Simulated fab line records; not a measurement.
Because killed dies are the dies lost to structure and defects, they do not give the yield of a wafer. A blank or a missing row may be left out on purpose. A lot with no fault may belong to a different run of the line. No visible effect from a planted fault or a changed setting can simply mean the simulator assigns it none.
Which tool is to blame? / flow n5_finfet / 10 lots, 29 wafers sampled, at 5 steps of a route of 1938

== WHAT EACH GAUGE READ, for each wafer ==
Not one reading of a measure or inspect step in the record can be checked against a usual standard deviation.

== WHICH TOOL RAN EACH LOT (tool, then ch and the chambers of the sampled wafers, then the start) ==
lot=L328; N5_BEOL_M5_CVD_47=cvd_co-01 ch 0,1, day 7 23:13; N5_MIM_BOT_LITHO_DESCUM_10=rie_diel-06 ch 1,3, day 12 00:52; N5_MIM_BOT_ETCH_ETCH_04=rie_diel-06 ch 1,3, day 12 00:56; N5_PASSIVATION_DESCUM_12=rie_diel-03 ch 0,2, day 12 02:22; N5_PASSIVATION_PROBE_49=-
lot=L331; N5_BEOL_M5_CVD_47=cvd_co-02 ch 0,1, day 8 17:44; N5_MIM_BOT_LITHO_DESCUM_10=rie_diel-01 ch 0,2,3, day 12 20:29; N5_MIM_BOT_ETCH_ETCH_04=rie_diel-01 ch 0,2,3, day 12 20:34; N5_PASSIVATION_DESCUM_12=rie_diel-04 ch 1,2, day 13 02:31; N5_PASSIVATION_PROBE_49=-
lot=L332; N5_BEOL_M5_CVD_47=cvd_co-02 ch 1,2, day 9 04:04; N5_MIM_BOT_LITHO_DESCUM_10=rie_diel-05 ch 0,3, day 12 22:56; N5_MIM_BOT_ETCH_ETCH_04=rie_diel-05 ch 0,3, day 12 22:59; N5_PASSIVATION_DESCUM_12=rie_diel-03 ch 0,2, day 13 02:32; N5_PASSIVATION_PROBE_49=-
lot=L333; N5_BEOL_M5_CVD_47=cvd_co-02 ch 0,1,2, day 9 06:59; N5_MIM_BOT_LITHO_DESCUM_10=rie_diel-05 ch 0,1, day 13 07:58; N5_MIM_BOT_ETCH_ETCH_04=rie_diel-05 ch 0,1, day 13 08:02; N5_PASSIVATION_DESCUM_12=rie_diel-03 ch 0,1,3, day 13 09:21; N5_PASSIVATION_PROBE_49=-
lot=L341; N5_BEOL_M5_CVD_47=cvd_co-01 ch 0,2, day 11 09:04; N5_MIM_BOT_LITHO_DESCUM_10=rie_diel-01 ch 0,2, day 15 05:56; N5_MIM_BOT_ETCH_ETCH_04=rie_diel-01 ch 0,2, day 15 05:59; N5_PASSIVATION_DESCUM_12=rie_diel-02 ch 3, day 15 07:56; N5_PASSIVATION_PROBE_49=prober-02, day 15 14:33
lot=L342; N5_BEOL_M5_CVD_47=cvd_co-01 ch 0,2, day 12 04:19; N5_MIM_BOT_LITHO_DESCUM_10=rie_diel-01 ch 2,3, day 15 18:17; N5_MIM_BOT_ETCH_ETCH_04=rie_diel-01 ch 2,3, day 15 18:21; N5_PASSIVATION_DESCUM_12=rie_diel-04 ch 0,2,3, day 15 22:23; N5_PASSIVATION_PROBE_49=prober-01, day 16 04:57
lot=L347; N5_BEOL_M5_CVD_47=cvd_co-02 ch 1,2, day 12 20:09; N5_MIM_BOT_LITHO_DESCUM_10=rie_diel-05 ch 0,1,3, day 16 01:35; N5_MIM_BOT_ETCH_ETCH_04=rie_diel-05 ch 0,1,3, day 16 01:39; N5_PASSIVATION_DESCUM_12=rie_diel-04 ch 1,2,3, day 16 04:52; N5_PASSIVATION_PROBE_49=-
lot=L345; N5_BEOL_M5_CVD_47=cvd_co-02 ch 0,1,2, day 13 00:55; N5_MIM_BOT_LITHO_DESCUM_10=rie_diel-01 ch 0,1,3, day 16 13:20; N5_MIM_BOT_ETCH_ETCH_04=rie_diel-01 ch 0,1,3, day 16 13:24; N5_PASSIVATION_DESCUM_12=rie_diel-04 ch 0,2,3, day 16 14:50; N5_PASSIVATION_PROBE_49=-
lot=L346; N5_BEOL_M5_CVD_47=cvd_co-02 ch 0,1,2, day 13 02:17; N5_MIM_BOT_LITHO_DESCUM_10=rie_diel-01 ch 0,1,3, day 16 18:29; N5_MIM_BOT_ETCH_ETCH_04=rie_diel-01 ch 0,1,3, day 16 18:32; N5_PASSIVATION_DESCUM_12=rie_diel-03 ch 0,1,2, day 16 19:59; N5_PASSIVATION_PROBE_49=-
lot=L349; N5_BEOL_M5_CVD_47=cvd_co-02 ch 0,2, day 13 06:46; N5_MIM_BOT_LITHO_DESCUM_10=rie_diel-05 ch 0,1,2, day 16 18:38; N5_MIM_BOT_ETCH_ETCH_04=rie_diel-05 ch 0,1,2, day 16 18:42; N5_PASSIVATION_DESCUM_12=rie_diel-04 ch 0,3, day 16 22:51; N5_PASSIVATION_PROBE_49=-
- N5_BEOL_M5_CVD_47: deposits Co from CCTBA/H2, target thk 3 nm, time 216 s.
- N5_MIM_BOT_LITHO_DESCUM_10: chemistry O2, time 7.9 s.
- N5_MIM_BOT_ETCH_ETCH_04: etches SiNx in CF4/O2, target depth 26 nm, time 13 s.
- N5_PASSIVATION_DESCUM_12: chemistry O2, time 7.9 s.
- N5_PASSIVATION_PROBE_49

== WHAT THE TOOLS THEMSELVES READ (means of the sampled wafers that have a number; where no wafer has one, the mark that the record gives instead) ==
N5_MIM_BOT_LITHO_DESCUM_10. Usual: drypump_motor_current_A 5.6 A, standard deviation 0.41; oes_product_au 0.82 a.u., standard deviation 0.077; rf_vpp_V 242.8 V, standard deviation 1.3; showerhead_plenum_p_Torr 2.07 Torr, standard deviation 0.072; throttle_valve_pct 20.39 %, standard deviation 0.17.
lot=L328; tool=rie_diel-06; drypump_motor_current_A (A)=6.1; oes_product_au (a.u.)=0.86; rf_vpp_V (V)=244.2; showerhead_plenum_p_Torr (Torr)=2.20; throttle_valve_pct (%)=20.57; flag=
lot=L331; tool=rie_diel-01; drypump_motor_current_A (A)=5.6; oes_product_au (a.u.)=0.82; rf_vpp_V (V)=242.2; showerhead_plenum_p_Torr (Torr)=2.03; throttle_valve_pct (%)=20.31; flag=
lot=L332; tool=rie_diel-05; drypump_motor_current_A (A)=5.2; oes_product_au (a.u.)=0.83; rf_vpp_V (V)=243.7; showerhead_plenum_p_Torr (Torr)=2.15; throttle_valve_pct (%)=20.26; flag=
lot=L333; tool=rie_diel-05; drypump_motor_current_A (A)=5.7; oes_product_au (a.u.)=0.83; rf_vpp_V (V)=243.1; showerhead_plenum_p_Torr (Torr)=2.06; throttle_valve_pct (%)=20.20; flag=
lot=L341; tool=rie_diel-01; drypump_motor_current_A (A)=5.8; oes_product_au (a.u.)=0.81; rf_vpp_V (V)=242.8; showerhead_plenum_p_Torr (Torr)=2.02; throttle_valve_pct (%)=20.45; flag=
lot=L342; tool=rie_diel-01; drypump_motor_current_A (A)=5.3; oes_product_au (a.u.)=0.72; rf_vpp_V (V)=241.6; showerhead_plenum_p_Torr (Torr)=2.00; throttle_valve_pct (%)=20.32; flag=
lot=L347; tool=rie_diel-05; drypump_motor_current_A (A)=5.5; oes_product_au (a.u.)=0.80; rf_vpp_V (V)=243.0; showerhead_plenum_p_Torr (Torr)=2.11; throttle_valve_pct (%)=20.28; flag=
lot=L345; tool=rie_diel-01; drypump_motor_current_A (A)=5.7; oes_product_au (a.u.)=0.84; rf_vpp_V (V)=243.1; showerhead_plenum_p_Torr (Torr)=2.03; throttle_valve_pct (%)=20.31; flag=
lot=L346; tool=rie_diel-01; drypump_motor_current_A (A)=5.7; oes_product_au (a.u.)=0.84; rf_vpp_V (V)=242.7; showerhead_plenum_p_Torr (Torr)=2.03; throttle_valve_pct (%)=20.32; flag=
lot=L349; tool=rie_diel-05; drypump_motor_current_A (A)=5.7; oes_product_au (a.u.)=0.79; rf_vpp_V (V)=242.5; showerhead_plenum_p_Torr (Torr)=2.04; throttle_valve_pct (%)=20.39; flag=

N5_MIM_BOT_ETCH_ETCH_04. Usual: drypump_motor_current_A 5.6 A, standard deviation 0.41; oes_f_703_au 0.82 a.u., standard deviation 0.072; oes_product_au 0.82 a.u., standard deviation 0.076; rf_vpp_V 239.4 V, standard deviation 2; showerhead_plenum_p_Torr 2.18 Torr, standard deviation 0.071; throttle_valve_pct 15.94 %, standard deviation 0.17.
lot=L328; tool=rie_diel-06; drypump_motor_current_A (A)=6.0; oes_f_703_au (a.u.)=0.86; oes_product_au (a.u.)=0.86; rf_vpp_V (V)=239.1; showerhead_plenum_p_Torr (Torr)=2.30; throttle_valve_pct (%)=16.04; flag=
lot=L331; tool=rie_diel-01; drypump_motor_current_A (A)=5.6; oes_f_703_au (a.u.)=0.82; oes_product_au (a.u.)=0.82; rf_vpp_V (V)=239.4; showerhead_plenum_p_Torr (Torr)=2.14; throttle_valve_pct (%)=15.86; flag=
lot=L332; tool=rie_diel-05; drypump_motor_current_A (A)=5.2; oes_f_703_au (a.u.)=0.82; oes_product_au (a.u.)=0.82; rf_vpp_V (V)=242.6; showerhead_plenum_p_Torr (Torr)=2.26; throttle_valve_pct (%)=15.84; flag=
lot=L333; tool=rie_diel-05; drypump_motor_current_A (A)=5.7; oes_f_703_au (a.u.)=0.82; oes_product_au (a.u.)=0.82; rf_vpp_V (V)=240.4; showerhead_plenum_p_Torr (Torr)=2.18; throttle_valve_pct (%)=15.79; flag=
lot=L341; tool=rie_diel-01; drypump_motor_current_A (A)=5.7; oes_f_703_au (a.u.)=0.81; oes_product_au (a.u.)=0.81; rf_vpp_V (V)=237.2; showerhead_plenum_p_Torr (Torr)=2.14; throttle_valve_pct (%)=15.98; flag=
lot=L342; tool=rie_diel-01; drypump_motor_current_A (A)=5.3; oes_f_703_au (a.u.)=0.73; oes_product_au (a.u.)=0.74; rf_vpp_V (V)=238.7; showerhead_plenum_p_Torr (Torr)=2.11; throttle_valve_pct (%)=15.87; flag=
lot=L347; tool=rie_diel-05; drypump_motor_current_A (A)=5.5; oes_f_703_au (a.u.)=0.80; oes_product_au (a.u.)=0.80; rf_vpp_V (V)=240.6; showerhead_plenum_p_Torr (Torr)=2.23; throttle_valve_pct (%)=15.85; flag=
lot=L345; tool=rie_diel-01; drypump_motor_current_A (A)=5.7; oes_f_703_au (a.u.)=0.83; oes_product_au (a.u.)=0.84; rf_vpp_V (V)=239.2; showerhead_plenum_p_Torr (Torr)=2.15; throttle_valve_pct (%)=15.87; flag=
lot=L346; tool=rie_diel-01; drypump_motor_current_A (A)=5.7; oes_f_703_au (a.u.)=0.83; oes_product_au (a.u.)=0.84; rf_vpp_V (V)=240.0; showerhead_plenum_p_Torr (Torr)=2.15; throttle_valve_pct (%)=15.88; flag=
lot=L349; tool=rie_diel-05; drypump_motor_current_A (A)=5.7; oes_f_703_au (a.u.)=0.80; oes_product_au (a.u.)=0.80; rf_vpp_V (V)=238.8; showerhead_plenum_p_Torr (Torr)=2.16; throttle_valve_pct (%)=15.99; flag=

N5_PASSIVATION_DESCUM_12. Usual: drypump_motor_current_A 5.8 A, standard deviation 0.4; oes_product_au 0.81 a.u., standard deviation 0.098; rf_vpp_V 242.6 V, standard deviation 1.3; showerhead_plenum_p_Torr 2.05 Torr, standard deviation 0.061; throttle_valve_pct 20.37 %, standard deviation 0.21.
lot=L328; tool=rie_diel-03; drypump_motor_current_A (A)=6.2; oes_product_au (a.u.)=0.72; rf_vpp_V (V)=242.3; showerhead_plenum_p_Torr (Torr)=1.99; throttle_valve_pct (%)=20.48; flag=
lot=L331; tool=rie_diel-04; drypump_motor_current_A (A)=6.0; oes_product_au (a.u.)=0.78; rf_vpp_V (V)=243.8; showerhead_plenum_p_Torr (Torr)=2.12; throttle_valve_pct (%)=20.31; flag=
lot=L332; tool=rie_diel-03; drypump_motor_current_A (A)=6.1; oes_product_au (a.u.)=0.73; rf_vpp_V (V)=241.3; showerhead_plenum_p_Torr (Torr)=1.99; throttle_valve_pct (%)=20.56; flag=
lot=L333; tool=rie_diel-03; drypump_motor_current_A (A)=5.7; oes_product_au (a.u.)=0.80; rf_vpp_V (V)=242.0; showerhead_plenum_p_Torr (Torr)=2.04; throttle_valve_pct (%)=20.42; flag=
lot=L341; tool=rie_diel-02; drypump_motor_current_A (A)=6.3; oes_product_au (a.u.)=0.86; rf_vpp_V (V)=244.3; showerhead_plenum_p_Torr (Torr)=2.12; throttle_valve_pct (%)=19.88; flag=
lot=L342; tool=rie_diel-04; drypump_motor_current_A (A)=5.7; oes_product_au (a.u.)=0.92; rf_vpp_V (V)=243.2; showerhead_plenum_p_Torr (Torr)=2.04; throttle_valve_pct (%)=20.34; flag=
lot=L347; tool=rie_diel-04; drypump_motor_current_A (A)=5.9; oes_product_au (a.u.)=0.84; rf_vpp_V (V)=242.9; showerhead_plenum_p_Torr (Torr)=2.08; throttle_valve_pct (%)=20.33; flag=
lot=L345; tool=rie_diel-04; drypump_motor_current_A (A)=5.7; oes_product_au (a.u.)=0.90; rf_vpp_V (V)=242.2; showerhead_plenum_p_Torr (Torr)=2.04; throttle_valve_pct (%)=20.34; flag=
lot=L346; tool=rie_diel-03; drypump_motor_current_A (A)=5.7; oes_product_au (a.u.)=0.75; rf_vpp_V (V)=241.6; showerhead_plenum_p_Torr (Torr)=2.03; throttle_valve_pct (%)=20.44; flag=
lot=L349; tool=rie_diel-04; drypump_motor_current_A (A)=5.7; oes_product_au (a.u.)=0.93; rf_vpp_V (V)=242.0; showerhead_plenum_p_Torr (Torr)=2.05; throttle_valve_pct (%)=20.40; flag=

N5_PASSIVATION_PROBE_49. Usual: defect_limited_yield 91.5 %, standard deviation 1.3; killed_at_M0_to_M3 33, standard deviation 11; killed_at_M4_up 14, standard deviation 5.3; killed_at_contacts 11, standard deviation 6.3; killed_at_front_end 38, standard deviation 10; killed_at_other 3.7, standard deviation 2.8; killed_dies 101, standard deviation 16; killed_on_rim 13, standard deviation 3.4; killed_open 67, standard deviation 12; killed_short 32, standard deviation 7.4; sort_bin_5_function 5.0 %, standard deviation 0.86; sort_bin_6_memory 3.2 %, standard deviation 0.69; sort_n_pass 1079, standard deviation 16; sort_yield_pct 91.5 %, standard deviation 1.3.
lot=L341; tool=prober-02; defect_limited_yield (%)=85.7; killed_at_M0_to_M3=26; killed_at_M4_up=108; killed_at_contacts=3; killed_at_front_end=27; killed_at_other=4.0; killed_dies=168; killed_on_rim=21; killed_open=45; killed_short=28; sort_bin_5_function (%)=8.8; sort_bin_6_memory (%)=3.2; sort_n_pass=1012; sort_yield_pct (%)=85.7; flag=OFF
lot=L342; tool=prober-01; defect_limited_yield (%)=83.3; killed_at_M0_to_M3=24; killed_at_M4_up=124; killed_at_contacts=9; killed_at_front_end=30; killed_at_other=10.3; killed_dies=197; killed_on_rim=23; killed_open=62; killed_short=26; sort_bin_5_function (%)=10.2; sort_bin_6_memory (%)=4.1; sort_n_pass=983; sort_yield_pct (%)=83.3; flag=OFF

== THE ANSWER, worked out from the rows above alone ==
Rule: lot off if the mean of its wafers having a number is beyond 3 standard deviations from the usual mean. A lot without any number at a reading at which 4 lots or more have one is off too. All remaining lots with rows at the step are treated as sound. After the gauges, taken in route order, come the tools' own readings; for these a lot's mean is taken, as printed above. At the first step where some lot is off, the reading lying furthest off is the one used; lots without a number count as furthest.
Off at N5_PASSIVATION_PROBE_49 (killed_at_M4_up): L341, L342. Neither off nor sound, because the step has no rows for them: L328, L331, L332, L333, L347, L345, L346, L349.
A tool fits if, at that step or a process step before it, it ran every lot that is off, and no sound lot after the first of them. Can't be told from this: 2 tools fit, cvd_co-01 at N5_BEOL_M5_CVD_47, rie_diel-01 at N5_MIM_BOT_LITHO_DESCUM_10 and N5_MIM_BOT_ETCH_ETCH_04.

== WHAT THE SIMULATOR PUT IN ==
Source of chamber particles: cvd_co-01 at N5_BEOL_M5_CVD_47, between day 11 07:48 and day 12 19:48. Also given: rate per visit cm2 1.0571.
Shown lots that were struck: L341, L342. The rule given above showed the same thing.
